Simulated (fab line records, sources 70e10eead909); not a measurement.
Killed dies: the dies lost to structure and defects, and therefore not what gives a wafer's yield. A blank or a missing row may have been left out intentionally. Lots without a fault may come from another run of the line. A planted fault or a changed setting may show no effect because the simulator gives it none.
Matching of chambers / flow nand harc / 4 sister chambers for NHARC_A_STAIRCASE_DESCUM_219 on rie diel-08
The step chemistry O2, time 3 s. 14 wafers are shown with their chamber, then 7 later ones without.

## EACH WAFER AND ITS CHAMBER
wafer=L076.3; chamber=0; showerhead plenum p Torr (Torr)=1.99; drypump motor current A (A)=6.2; rf vpp V (V)=58.4
wafer=L076.5; chamber=0; showerhead plenum p Torr (Torr)=1.99; drypump motor current A (A)=6.2; rf vpp V (V)=57.4
wafer=L076.6; chamber=3; showerhead plenum p Torr (Torr)=1.85; drypump motor current A (A)=5.5; rf vpp V (V)=54.6
wafer=L078.1; chamber=3; showerhead plenum p Torr (Torr)=1.85; drypump motor current A (A)=5.5; rf vpp V (V)=57.7
wafer=L078.4; chamber=2; showerhead plenum p Torr (Torr)=2.06; drypump motor current A (A)=5.4; rf vpp V (V)=57.6
wafer=L078.5; chamber=0; showerhead plenum p Torr (Torr)=1.99; drypump motor current A (A)=6.2; rf vpp V (V)=57.3
wafer=L087.1; chamber=2; showerhead plenum p Torr (Torr)=2.05; drypump motor current A (A)=5.3; rf vpp V (V)=60.5
wafer=L087.2; chamber=0; showerhead plenum p Torr (Torr)=1.98; drypump motor current A (A)=6.2; rf vpp V (V)=59.6
wafer=L087.4; chamber=1; showerhead plenum p Torr (Torr)=1.79; drypump motor current A (A)=5.6; rf vpp V (V)=58.4
wafer=L086.3; chamber=1; showerhead plenum p Torr (Torr)=1.79; drypump motor current A (A)=5.6; rf vpp V (V)=57.5
wafer=L086.4; chamber=3; showerhead plenum p Torr (Torr)=1.84; drypump motor current A (A)=5.4; rf vpp V (V)=58.6
wafer=L086.6; chamber=1; showerhead plenum p Torr (Torr)=1.79; drypump motor current A (A)=5.6; rf vpp V (V)=57.1
wafer=L089.2; chamber=2; showerhead plenum p Torr (Torr)=2.05; drypump motor current A (A)=5.3; rf vpp V (V)=59.0
wafer=L089.3; chamber=1; showerhead plenum p Torr (Torr)=1.79; drypump motor current A (A)=5.6; rf vpp V (V)=57.5

SIGNATURES (means of the wafers above)
reading=showerhead plenum p Torr; chamber 0=1.9875; chamber 1=1.7900; chamber 2=2.0533; chamber 3=1.8467; scatter within a chamber=0.00456
reading=drypump motor current A; chamber 0=6.200; chamber 1=5.600; chamber 2=5.333; chamber 3=5.467; scatter within a chamber=0.0365
reading=rf vpp V; chamber 0=58.175; chamber 1=57.625; chamber 2=59.033; chamber 3=56.967; scatter within a chamber=1.32
Rule: a wafer's distance from a chamber is the root of the sum, over the readings, of the square of ((its reading less the chamber's mean) divided by the reading's scatter). The wafer belongs to the nearest chamber; if the next one is less than 2 further off, it can't be placed. How the scatter is found: for the shown wafers, subtract from each reading the mean of its chamber, square and add these, divide the total by (wafers less chambers), then take the root.

## WAFERS WITHOUT THEIR CHAMBER
wafer=L089.4; showerhead plenum p Torr (Torr)=1.84; drypump motor current A (A)=5.4; rf vpp V (V)=58.0
wafer=L095.1; showerhead plenum p Torr (Torr)=1.78; drypump motor current A (A)=5.6; rf vpp V (V)=57.1
wafer=L095.4; showerhead plenum p Torr (Torr)=1.98; drypump motor current A (A)=6.2; rf vpp V (V)=58.2
wafer=L095.6; showerhead plenum p Torr (Torr)=2.05; drypump motor current A (A)=5.4; rf vpp V (V)=58.8
wafer=L097.1; showerhead plenum p Torr (Torr)=2.05; drypump motor current A (A)=5.3; rf vpp V (V)=57.6
wafer=L097.3; showerhead plenum p Torr (Torr)=1.78; drypump motor current A (A)=5.6; rf vpp V (V)=56.9
wafer=L097.4; showerhead plenum p Torr (Torr)=1.98; drypump motor current A (A)=6.2; rf vpp V (V)=58.1

## WHICH CHAMBER EACH WENT THROUGH
wafer=L089.4; from the rows above=3; in truth=3
wafer=L095.1; from the rows above=1; in truth=1
wafer=L095.4; from the rows above=0; in truth=0
wafer=L095.6; from the rows above=2; in truth=2
wafer=L097.1; from the rows above=2; in truth=2
wafer=L097.3; from the rows above=1; in truth=1
wafer=L097.4; from the rows above=0; in truth=0
7 of 7 placed correctly. From these rows, 0 cannot be placed. Placed wrongly: 0.
